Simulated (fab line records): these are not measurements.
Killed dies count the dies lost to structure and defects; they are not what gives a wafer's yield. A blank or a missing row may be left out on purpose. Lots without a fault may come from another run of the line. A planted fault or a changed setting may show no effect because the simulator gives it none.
Matching of chambers / flow nand-harc / rie-diel-10 running NHARC_A_STAIRCASE_DESCUM_168: 4 sister chambers
The step chemistry O2, time 3 s. 4 wafers are shown with their chamber, then 11 later ones without.

## EACH WAFER AND ITS CHAMBER
wafer=L078.5; chamber=2; showerhead-plenum-p-Torr (Torr)=1.98
wafer=L080.3; chamber=1; showerhead-plenum-p-Torr (Torr)=2.07
wafer=L080.6; chamber=0; showerhead-plenum-p-Torr (Torr)=2.02
wafer=L083.4; chamber=3; showerhead-plenum-p-Torr (Torr)=1.76

## WAFERS WITH NO CHAMBER GIVEN
wafer=L083.5; showerhead-plenum-p-Torr (Torr)=2.02
wafer=L083.6; showerhead-plenum-p-Torr (Torr)=1.76
wafer=L090.1; showerhead-plenum-p-Torr (Torr)=1.97
wafer=L090.4; showerhead-plenum-p-Torr (Torr)=2.06
wafer=L090.5; showerhead-plenum-p-Torr (Torr)=1.76
wafer=L091.1; showerhead-plenum-p-Torr (Torr)=1.97
wafer=L091.3; showerhead-plenum-p-Torr (Torr)=1.76
wafer=L091.4; showerhead-plenum-p-Torr (Torr)=2.06
wafer=L092.1; showerhead-plenum-p-Torr (Torr)=2.01
wafer=L092.2; showerhead-plenum-p-Torr (Torr)=1.97
wafer=L092.5; showerhead-plenum-p-Torr (Torr)=2.01

## WHICH CHAMBER EACH WENT THROUGH
wafer=L083.5; from the rows above=0; in truth=0
wafer=L083.6; from the rows above=3; in truth=3
wafer=L090.1; from the rows above=2; in truth=2
wafer=L090.4; from the rows above=1; in truth=1
wafer=L090.5; from the rows above=3; in truth=3
wafer=L091.1; from the rows above=2; in truth=2
wafer=L091.3; from the rows above=3; in truth=3
wafer=L091.4; from the rows above=1; in truth=1
wafer=L092.1; from the rows above=0; in truth=0
wafer=L092.2; from the rows above=2; in truth=2
wafer=L092.5; from the rows above=0; in truth=0
Placed correctly: 11 of 11. Not placeable from these rows: 0. Number placed wrongly: 0.
How it was worked out, from the rows above alone: a wafer's distance from a chamber is the root of the sum, over the readings, of the square of ((its reading less the chamber's mean) divided by the reading's scatter). The wafer belongs to the nearest chamber; if the next one is less than 2 further off, it can't be placed. A chamber's mean is the mean of its shown wafers. The scatter: root of mean squared gap, hidden wafer to nearest shown wafer, with one shown wafer a chamber.
